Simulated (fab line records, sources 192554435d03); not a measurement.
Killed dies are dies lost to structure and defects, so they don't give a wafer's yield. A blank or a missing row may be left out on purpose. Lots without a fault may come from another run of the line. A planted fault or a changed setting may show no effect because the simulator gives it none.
Which tool did it? | flow n5_finfet | 21 lots, 63 wafers sampled, at 1 step of a route of 1938

WHAT THE GAUGES READ, wafer by wafer
N5_ILD0_THK_MEAS_08. Usual: thk_nm 139.1 nm, standard deviation 1.1.
lot  | measured    | on            | thk_nm (nm)       | flag
L075 | day 3 22:15 | film_metro-01 | 139.6 138.6 140.7 |
L076 | day 4 03:25 | film_metro-02 | 140.8 140.8 140.8 |
L078 | day 4 14:01 | film_metro-02 | 138.5 138.5 139.6 |
L077 | day 4 14:25 | film_metro-02 | 137.1 138.4 137.7 |
L079 | day 4 21:41 | film_metro-02 | 139.2 140.8 138.3 |
L080 | day 5 02:58 | film_metro-01 | 137.1 137.6 137.8 |
L081 | day 5 10:06 | film_metro-01 | 138.4 139.5 138.5 |
L082 | day 5 17:20 | film_metro-01 | 141.0 140.5 140.8 |
L083 | day 5 20:06 | film_metro-01 | 139.0 139.6 140.1 |
L084 | day 6 00:43 | film_metro-02 | 139.5 138.7 140.9 |
L085 | day 6 09:17 | film_metro-02 | 140.4 140.4 141.9 |
L086 | day 6 16:51 | film_metro-01 | 139.6 140.2 139.3 |
L087 | day 6 21:30 | film_metro-01 | 137.6 138.5 137.8 |
L089 | day 7 06:07 | film_metro-01 | 139.2 139.4 140.1 |
L090 | day 7 15:52 | film_metro-02 | 139.4 139.1 140.1 |
L091 | day 7 18:53 | film_metro-01 | 140.2 139.8 139.0 |
L092 | day 8 00:34 | film_metro-01 | 139.4 139.2 138.5 |
L093 | day 8 10:07 | film_metro-01 | 140.0 139.5 138.6 |
L094 | day 8 11:16 | film_metro-02 | 138.6 139.9 138.9 |
L095 | day 8 17:59 | film_metro-01 | 137.4 136.2 136.2 |
L096 | day 9 00:21 | film_metro-01 | 139.5 138.0 138.3 |

WHICH TOOL RAN EACH LOT (tool, then ch and the chambers of the sampled wafers, then the start)
The record holds no process step before these readings.

WHAT THE TOOLS THEMSELVES READ (means of the sampled wafers that have a number; where no wafer has one, the mark that the record gives instead)
The record holds no such reading with a usual standard deviation.

THE ANSWER, worked out from the rows above alone
Rule: a lot is off if the mean of its wafers that have a number lies more than 3 standard deviations from the usual mean. A lot without any number at a reading at which 4 lots or more have one is off too. The other lots that the step has rows for count as sound. The gauges are gone through in route order, then the tools' own readings, and for those a lot's mean is taken as printed above. The first step at which some lot is off is used, and at that step the reading that is off furthest; a lot without a number counts as furthest.
No lot is off at any reading shown: from this, nothing can be told.

WHAT THE SIMULATOR HAD PUT IN
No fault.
